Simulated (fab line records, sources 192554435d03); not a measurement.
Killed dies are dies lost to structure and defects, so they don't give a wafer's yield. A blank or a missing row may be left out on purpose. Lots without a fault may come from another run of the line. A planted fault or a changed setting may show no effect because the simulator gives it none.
fab line records | flow n5_finfet
record lots=3 wafers=8 last_day=19
route steps=1938 shown STI_FIN_REVEAL@184 DUMMY_GATE@212 BEOL_M4@1111 PASSIVATION@1936
lots that met no fault: from a run of the same line without faults
start_h: hours from the record's first day to the start of the lot's first wafer shown | wait_h: hours since the lot's step before | " the same as in the row above | L1.1+2: a row that stands for several wafers | - no value, or no start given | * or withheld: withheld | < > ~ a bound
route shown NAME@n: a module of which the file shows steps, and the number in the route of the first | usual: mean/standard deviation of fault-free wafers | same: alike in all rows | chamber/n: place in a boat | sites: the reading at each site | _std_site: their standard deviation | _edge_site: outer sites' mean less inner sites' | radius_mm: how far each site lies from the wafer's centre | mask NAME#n: copy n | behind: the tool/chamber that last shaped the wafer | hold: why the lot was held/for how many hours/how that ended | device: the transistor (n, p or np) that didn't switch | end of line: the same wafers' tests at the end of the route | a step without rows: its recipe alone | killed: dies lost to structure and defects at the first sort, not the wafer's yield | map: a wafer's dies, x killed, . not, _ none there
set.NAME: the setting as run; set.NAME@STEP: as run at that earlier step | model.NAME: the simulator's own value behind a step, which no gauge read
lots at some steps of the route; a table a step, a row a wafer
## steps
# step N5_STI_FIN_REVEAL_ALD_14
# recipe material=Si3N4 target_thk_a=30 temp_c=400 ald_precursor_family=SiH2I2 ald_co_reactant=N2/H2-plasma pressure_torr=2
# step N5_STI_FIN_REVEAL_FCVD_FILL_01
# recipe material=SiO2_flowable target_thk_a=3120 temp_c=100 pressure_torr=0.8 rf_w=2000 time_s=512.2
# step N5_STI_FIN_REVEAL_DENSIFY_02
# recipe temp_c=650 ambient=steam time_s=1800 idle_temp_c=400 densification_p_h2o_torr=640
# step N5_STI_FIN_REVEAL_CMP_04
# recipe stop_on=Si3N4 t_overpolish_s=4 down_force_psi=2 platen_rpm=54.18 post_cmp_clean=alkaline_brush pad_velocity_m_s=1.078 target_thk_nm=131.83
# step N5_STI_FIN_REVEAL_DENSIFY_30
# recipe temp_c=* time_s=* ambient=N2 idle_temp_c=600 ramp_up_c_per_s=150 ramp_down_c_per_s=60 cool_to_c=600
# step N5_STI_FIN_REVEAL_ETCHBACK_08
# recipe chemistry=C4F6/O2 target=SiO2 target_depth_a=305 time_s=10.167 ion_energy_ev=250 pressure_mtorr=30 source_w=345 bias_w=185 Ar_flow_sccm=300 C4F6_flow_sccm=10 O2_flow_sccm=10
# step N5_STI_FIN_REVEAL_STRIP_24
# recipe chemistry=N2/H2 time_s=90 power_w=100 temp_c=40 pressure_mtorr=100 rf_frequency_hz=6e+07 bias_power_w=3 n2_flow_sccm=300 h2_flow_sccm=300
# step N5_STI_FIN_REVEAL_PRECLEAN_25
# recipe chemistry=SPM time_s=90 temp_c=120 mix=4:1
# step N5_STI_FIN_REVEAL_PRECLEAN_26
# recipe chemistry=SC1 time_s=45 temp_c=46 mix=1:2:100
# step N5_STI_FIN_REVEAL_PRECLEAN_29
# recipe chemistry=DHF time_s=30 temp_c=25 dilution=300:1
# step N5_STI_FIN_REVEAL_SRD_12
# recipe time_s=30 temp_c=23 rinse_liquid=diw dry=ipa_marangoni
# step N5_STI_FIN_REVEAL_RECESS_09
# recipe chemistry=HF/NH3 target=SiO2 afs_cycles=11 target_depth_a=425 temp_c=30 sublimation_temp_c=180 sublimation_time_s=60
# usual drypump_motor_current_A=5.8/0.63
# same afs_cycles=11
# columns lot.wafer tool chamber start_h wait_h drypump_motor_current_A
L266.2 vapor_etch-02 0 81.94 0.0 4.8
L266.3 " 0 " " 4.8
L266.5 " 0 " " 4.8
L280.1 vapor_etch-02 1 153.87 0.0 6.0
L280.2 " 0 " " 4.8
L283.1 vapor_etch-01 1 172.13 0.0 6.3
L283.4 " 0 " " 6.1
L283.6 " 0 " " 6.1
# step N5_STI_FIN_REVEAL_STRIP_16
# recipe chemistry=H3PO4 material=SiNx temp_c=165 target_depth_a=238 overetch_fraction=0.4964 dry=ipa_marangoni
# step N5_STI_FIN_REVEAL_PRECLEAN_17
# recipe chemistry=NF3:NH3 afs_cycles=1 temp_c=30 time_s=20 sublimation_temp_c=180 sublimation_time_s=60 pressure_torr=3 rf_power_w=30
# step N5_STI_FIN_REVEAL_ETCH_34
# recipe chemistry=H2 mode=isotropic material=Si target=Si target_depth_a=9.7 temp_c=20 pressure_mtorr=4.5 icp_w=300 bias_w=0 h2_flow_sccm=7.5 he_flow_sccm=142.5
# step N5_STI_FIN_REVEAL_OXIDATION_31
# recipe chemistry=O2_PLASMA_REMOTE temp_c=150 time_s=20 pressure_mtorr=1000 source_power_w=2000 o2_flow_sccm=3000
# step N5_STI_FIN_REVEAL_PRECLEAN_32
# recipe chemistry=NF3:NH3 afs_cycles=1 temp_c=30 time_s=20 sublimation_temp_c=180 sublimation_time_s=60 pressure_torr=3 rf_power_w=30
# step N5_STI_FIN_REVEAL_STRIP_35
# recipe chemistry=H3PO4 material=Si3N4 temp_c=165 target_depth_a=40 time_s=39
# step N5_STI_FIN_REVEAL_SRD_21
# recipe dry=ipa_marangoni time_s=30 temp_c=23 rinse_liquid=diw
# step N5_STI_FIN_REVEAL_OXIDATION_33
# recipe chemistry=O2_PLASMA_REMOTE temp_c=150 time_s=20 pressure_mtorr=1000 source_power_w=2000 o2_flow_sccm=3000
# step N5_STI_FIN_REVEAL_CLEAN_19
# recipe chemistry=O3/DIW temp_c=25 time_s=120 o3_ppm=10
# step N5_STI_FIN_REVEAL_SRD_23
# recipe dry=ipa_marangoni time_s=30 temp_c=23 rinse_liquid=diw
# step N5_STI_FIN_REVEAL_FIN_H_MEAS_10
# usual trench_depth_nm=51.9/0.7
# columns lot.wafer tool chamber start_h wait_h trench_depth_nm
L266.2 ocd-02 - 84.64 0.0 53.7
L266.3 " - " " 52.8
L266.5 " - " " 52.9
L280.1 ocd-01 - 156.58 0.0 42.4
L280.2 " - " " 42.5
L283.1 ocd-01 - 174.98 0.0 52.2
L283.4 " - " " 52.1
L283.6 " - " " 51.9
# step N5_STI_FIN_REVEAL_PRECLEAN_18
# recipe chemistry=SC2 time_s=45 temp_c=35 mix=1:1:50
# step N5_STI_FIN_REVEAL_SRD_28
# recipe dry=ipa_marangoni time_s=30 temp_c=23 rinse_liquid=diw
# step N5_DUMMY_GATE_PRECLEAN_00
# recipe chemistry=O3/DIW time_s=60 temp_c=22 o3_ppm=10
# step N5_DUMMY_GATE_SRD_01
# recipe time_s=30 temp_c=23 rinse_liquid=diw dry=ipa_marangoni
# step N5_DUMMY_GATE_ALD_02
# recipe material=SiO2 target_thk_a=20 temp_c=300 ald_precursor_family=BDEAS ald_co_reactant=O2-plasma pulse_time_s=1 pressure_torr=2
# step N5_DUMMY_GATE_CVD_03
# recipe material=a-Si target_thk_a=1500 temp_c=530 precursor=SiH4 time_s=8042
# step N5_DUMMY_GATE_PRECLEAN_46
# recipe chemistry=DIW time_s=89.5 temp_c=23
# step N5_DUMMY_GATE_SRD_47
# recipe dry_time_s=32 dry=n2_spin spin_rpm=1500
# step N5_DUMMY_GATE_CMP_04
# recipe material=a-Si post_cmp_clean=alkaline_brush
# step N5_DUMMY_GATE_HM_DEP_06
# recipe material=SiNx target_thk_a=800 precursor=DCS/NH3 temp_c=700 pressure_mtorr=300 time_s=5141
# step N5_DUMMY_GATE_PECVD_30
# recipe material=SiO2 target_thk_a=550 temp_c=400 precursor=TEOS/O2 pressure_torr=6.5 rf_w=withheld teos_flow_sccm=withheld gas=O2 flow_sccm=2650 time_s=10.8
# step N5_DUMMY_GATE_COAT_34
# recipe resist=SOC temp_c=250 time_s=60 spin_rpm=1500 resist_thk_nm=60
# step N5_DUMMY_GATE_COAT_35
# recipe resist=SiARC temp_c=220 time_s=60 spin_rpm=1500 resist_thk_nm=10
# step N5_DUMMY_GATE_COAT_28
# recipe resist=underlayer temp_c=205 time_s=60 spin_rpm=1500 resist_thk_nm=10
# step N5_DUMMY_GATE_COAT_09
# recipe resist=CAR-EUV spin_rpm=1500 resist_thk_nm=30
# step N5_BEOL_M4_RC_MEAS_101
# usual DIBL_N=36.6/1.1 DIBL_P=36.7/1.5 IOFF_N=0.155/0.019 IOFF_N_85C=3.0/0.32 IOFF_N_LIN=0.072/0.0075 IOFF_P=0.208/0.025 IOFF_P_85C=3.6/0.37 IOFF_P_LIN=0.099/0.011 ION_N=673/8.5 ION_P=462/5.9 REXT_N=75.9/1.7 REXT_P=100.9/2.6 SS_N=71.6/0.58 SS_P=73.5/0.51 VT_N=250.7/2.4 VT_P=-251/3
# columns lot.wafer tool chamber start_h wait_h DIBL_N[mV/V] DIBL_P[mV/V] IOFF_N[nA/um] IOFF_N_85C[nA/um] IOFF_N_LIN[nA/um] IOFF_P[nA/um] IOFF_P_85C[nA/um] IOFF_P_LIN[nA/um] ION_N[uA/um] ION_P[uA/um] REXT_N[ohm.um] REXT_P[ohm.um] SS_N[mV/dec] SS_P[mV/dec] VT_N[mV] VT_P[mV]
L266.2 prober-02 0 291.32 0.2 34.8 38.1 0.151 3.0 0.071 0.196 3.4 0.092 681 466 78.1 102.6 71.9 73.4 253.1 -252
L266.3 " 0 " " 34.9 37.6 0.139 2.8 0.065 0.182 3.2 0.087 670 454 76.7 103.5 71.5 73.7 252.3 -253
L266.5 " 0 " " 35.1 38.2 0.155 3.0 0.072 0.195 3.4 0.092 676 460 77.3 102.8 71.8 73.9 250.9 -252
L280.1 prober-01 0 347.47 0.0 102.4 84.3 18.713 167.4 0.305 18.130 156.0 0.488 579 402 84.1 109.2 147.4 138.0 251.6 -244
L280.2 " 0 " " 113.8 86.3 26.865 227.3 0.379 19.818 167.4 0.497 580 405 84.1 109.7 156.4 139.1 252.7 -244
L283.1 prober-02 0 366.40 0.0 36.3 34.9 0.152 2.9 0.074 0.199 3.5 0.098 687 472 73.5 98.6 70.9 72.6 248.6 -251
L283.4 " 0 " " 34.9 34.0 0.128 2.6 0.065 0.185 3.2 0.092 677 464 73.9 98.2 70.3 73.4 254.5 -254
L283.6 " 0 " " 37.9 37.4 0.179 3.4 0.083 0.235 4.0 0.110 690 464 73.8 97.9 71.2 73.7 248.6 -250
# step N5_PASSIVATION_PROBE_49
# usual defect_limited_yield=91.2/1.4 killed_at_M0_to_M3=36/11 killed_at_M4_up=14/5.6 killed_at_contacts=12/5.9 killed_at_front_end=38/13 killed_at_other=3.5/2.7 killed_dies=104/17 killed_on_rim=14/3.9 killed_open=68/12 killed_short=34/8.2 sort_bin_4_leakage=0/0 sort_bin_5_function=5.1/0.95 sort_bin_6_memory=3.3/0.7 sort_n_pass=1076/17 sort_yield_pct=91.2/1.4
# same gross_dies=1180 killed_at_back_side=0 sort_bin_8_speed[%]=0
# columns lot.wafer tool chamber start_h wait_h defect_limited_yield[%] killed_at_M0_to_M3 killed_at_M4_up killed_at_contacts killed_at_front_end killed_at_other killed_dies killed_on_rim killed_open killed_short sort_bin_4_leakage[%] sort_bin_5_function[%] sort_bin_6_memory[%] sort_n_pass sort_yield_pct[%]
L266.2 prober-02 - 409.97 0.1 91.5 47 10 13 26 4 100 13 67 33 0 4.6 3.5 1080 91.5
L266.3 prober-02 - 410.02 0.1 92.5 30 17 9 26 6 88 8 64 24 0 3.7 3.3 1092 92.5
L266.5 prober-02 - 410.12 0.2 91.7 45 10 5 27 11 98 11 63 35 0 4.5 3.3 1082 91.7
L280.1 prober-01 - 453.06 0.0 92.5 27 9 19 32 2 89 11 57 32 92.46 4.5 2.8 0 0
L280.2 prober-01 - 453.11 0.1 91.5 34 10 16 37 3 100 15 68 30 91.53 4.5 3.7 0 0
L283.1 prober-02 - 464.71 0.0 91.1 47 12 12 34 0 105 17 64 39 0 5.0 3.2 1075 91.1
L283.4 prober-02 - 464.86 0.2 92.3 35 9 13 33 1 91 14 60 26 0 5.2 2.3 1089 92.3
L283.6 prober-02 - 464.96 0.3 90.7 31 17 17 44 1 110 17 79 27 0 5.8 3.4 1070 90.7
# killed by level:class
L266.2 BEOL_M0_SAQP:geometric_particle:short=13 BEOL_M0_SAQP:geometric_particle:open=12 MOL_CONTACT_COAG:geometric_particle:open=11 BEOL_M0:geometric_particle:open=6 FIN_SAQP:geometric_particle:short=5 BEOL_M1:geometric_particle:open=5 BEOL_M3:geometric_particle:open=5 FIN_SAQP:geometric_particle:open=4
L266.3 MOL_CONTACT_COAG:geometric_particle:open=8 BEOL_M4:geometric_particle:open=8 STI_FIN_REVEAL:geometric_particle:open=7 BEOL_M0_SAQP:geometric_particle:open=6 BEOL_M0_SAQP:geometric_particle:short=5 BEOL_M1:geometric_particle:open=4 BEOL_M2:geometric_particle:open=4 BEOL_M3:geometric_particle:open=4
L266.5 STI_FIN_REVEAL:geometric_particle:open=9 BEOL_M2:geometric_particle:open=9 BEOL_M3:geometric_particle:open=9 BEOL_M0_SAQP:geometric_particle:short=7 BEOL_M0_SAQP:geometric_particle:open=6 BEOL_M1:geometric_particle:open=6 GATE_CUT:geometric_particle:short=5 MIM_TOP_ETCH:geometric_particle:short=4
L280.1 MOL_CONTACT_COAG:geometric_particle:open=15 FIN_SAQP:geometric_particle:short=8 BEOL_M2:geometric_particle:open=6 STI_FIN_REVEAL:geometric_particle:open=5 BEOL_M0_SAQP:geometric_particle:open=5 BEOL_M3:geometric_particle:open=5 DUMMY_GATE:geometric_particle:open=4 MOL_CONTACT_COAG:geometric_particle:short=4
L280.2 STI_FIN_REVEAL:geometric_particle:open=14 MOL_CONTACT_COAG:geometric_particle:open=9 BEOL_M0_SAQP:geometric_particle:short=8 MOL_CONTACT_COAG:geometric_particle:short=7 BEOL_M3:geometric_particle:open=7 BEOL_M4:geometric_particle:open=6 GATE_CUT:geometric_particle:open=6 FIN_SAQP:geometric_particle:open=5
L283.1 FIN_SAQP:geometric_particle:open=13 BEOL_M0_SAQP:geometric_particle:short=13 BEOL_M0_SAQP:geometric_particle:open=9 MOL_CONTACT_COAG:geometric_particle:open=8 BEOL_M3:geometric_particle:open=8 GATE_CUT:geometric_particle:short=7 BEOL_M2:geometric_particle:open=7 BEOL_M4:geometric_particle:open=4
L283.4 BEOL_M2:geometric_particle:open=10 MOL_CONTACT_COAG:geometric_particle:open=8 BEOL_M3:geometric_particle:open=8 BEOL_M1:geometric_particle:open=6 FIN_SAQP:geometric_particle:open=5 MOL_CONTACT_COAG:geometric_particle:short=5 STARTING-WAFER:geometric_particle:short=5 STI_FIN_REVEAL:geometric_particle:open=4
L283.6 FIN_SAQP:geometric_particle:open=17 BEOL_M1:geometric_particle:open=11 MOL_CONTACT_COAG:geometric_particle:open=10 BEOL_M4:geometric_particle:open=9 GATE_CUT:geometric_particle:short=7 BEOL_M0_SAQP:geometric_particle:open=6 MOL_CONTACT_COAG:geometric_particle:short=5 BEOL_M2:geometric_particle:open=5
# map L280.2 (x killed, . not)
_________________...x.......x________________
______________x......x...x......_____________
___________x....x.....x.....x......__________
__________......x...........x..x.x.._________
________......x.x..x.................._______
_______.....................x..........______
______......x........x.................._____
_____........x......................x....____
____.............x........x.......x..x....___
___.......................x.....x....x.....__
___...............................x.......x__
__........x.x..............................._
__................xx.x......................_
_.....x..x......x.x.......x.....x.......x...x
_............x.x...........x.........xx......
_x.......x...................................
_.....................x............x....x....
_.............x......x...x.....x...........x.
_.......x....x...................x..x.....x..
_.........x......x......x...................x
_..................x.........................
__..x......xx...........x..................._
__...........x...........................xx._
___.......x................................__
___.x.......................x..............__
____.............x....................x...___
_____..................x...x.........x...____
______..........x...........x..........._____
_______...x.....xx..................x..______
________.......x.............x........_______
__________x..................x.x..x._________
___________......................x.__________
______________.x.......xx......._____________
_________________.x..........________________
# map L266.2 (x killed, . not)
_________________..x...x....x________________
______________.................._____________
___________x..................x....__________
__________..........x..............._________
________.....x.x....x................._______
_______......x.........................______
______.........x........x.x............._____
_____....................................____
____......................................___
___...................x..x.................__
___..................x.....................__
__...x.......x...x.........................._
__...x..............x......x.............x.._
_...........x...x............x...........x...
_....x......................x............x...
_x................x...........x.........x....
_......x....x..x....................x........
_x.....x..x.......x..........................
_..x................x.......xx.x..x..........
_..............x....x...................x....
_x.................x....x....................
__x....x............x.x.x..................._
__...................x..........x..x.....x.._
___...x.......x....x.......................__
___.......x.......x..........x.......x..x..__
____..x..x................x............x..___
_____....................................____
______.........x..x.x....xxx....x......._____
_______.x..x..................x........______
________........x.....x.......x..x...._______
__________....x...x............x...._________
___________..........xx.......x.x..__________
______________.x.........x......_____________
_________________...x...x....________________
## key
first_sign step=N5_STI_FIN_REVEAL_FIN_H_MEAS_10 reading=trench_depth_nm direction=down sigmas=14 usual=51.9 struck=42.4
effect step=N5_BEOL_M4_RC_MEAS_101 reading=IOFF_N direction=up sigmas=99+ usual=0.155 struck=22.789
effect step=N5_BEOL_M4_RC_MEAS_101 reading=IOFF_P direction=up sigmas=99+ usual=0.208 struck=18.974
effect step=N5_BEOL_M4_RC_MEAS_101 reading=IOFF_N_85C direction=up sigmas=99+ usual=3.0 struck=197.4
effect step=N5_BEOL_M4_RC_MEAS_101 reading=IOFF_P_85C direction=up sigmas=99+ usual=3.6 struck=161.7
effect step=N5_BEOL_M4_RC_MEAS_101 reading=SS_N direction=up sigmas=99+ usual=71.6 struck=151.9
effect step=N5_BEOL_M4_RC_MEAS_101 reading=SS_P direction=up sigmas=99+ usual=73.5 struck=138.5
effect step=N5_BEOL_M4_RC_MEAS_101 reading=DIBL_N direction=up sigmas=67 usual=36.6 struck=108.1
effect step=N5_BEOL_M4_RC_MEAS_101 reading=IOFF_P_LIN direction=up sigmas=37 usual=0.099 struck=0.493
effect step=N5_BEOL_M4_RC_MEAS_101 reading=IOFF_N_LIN direction=up sigmas=36 usual=0.072 struck=0.342
effect step=N5_BEOL_M4_RC_MEAS_101 reading=DIBL_P direction=up sigmas=33 usual=36.7 struck=85.3
effect step=N5_BEOL_M4_RC_MEAS_101 reading=ION_N direction=down sigmas=11 usual=673 struck=579
effect step=N5_BEOL_M4_RC_MEAS_101 reading=ION_P direction=down sigmas=9.9 usual=462 struck=403
effect step=N5_PASSIVATION_PROBE_49 reading=sort_bin_4_leakage direction=up sigmas=99+ usual=0 struck=91.99
met_at N5_STI_FIN_REVEAL_RECESS_09
struck_wafers L280.1,L280.2
onset_between 81.94 153.87
fault kind=process_parameter_drift tool=vapor_etch-02 chamber=- onset_h=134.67 steps=N5_STI_FIN_REVEAL_RECESS_09 channel=target_depth_a offset=-88.623 shape=step end_h=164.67 scope=struck_wafers_only acts_in=these_recipes_only stated=425
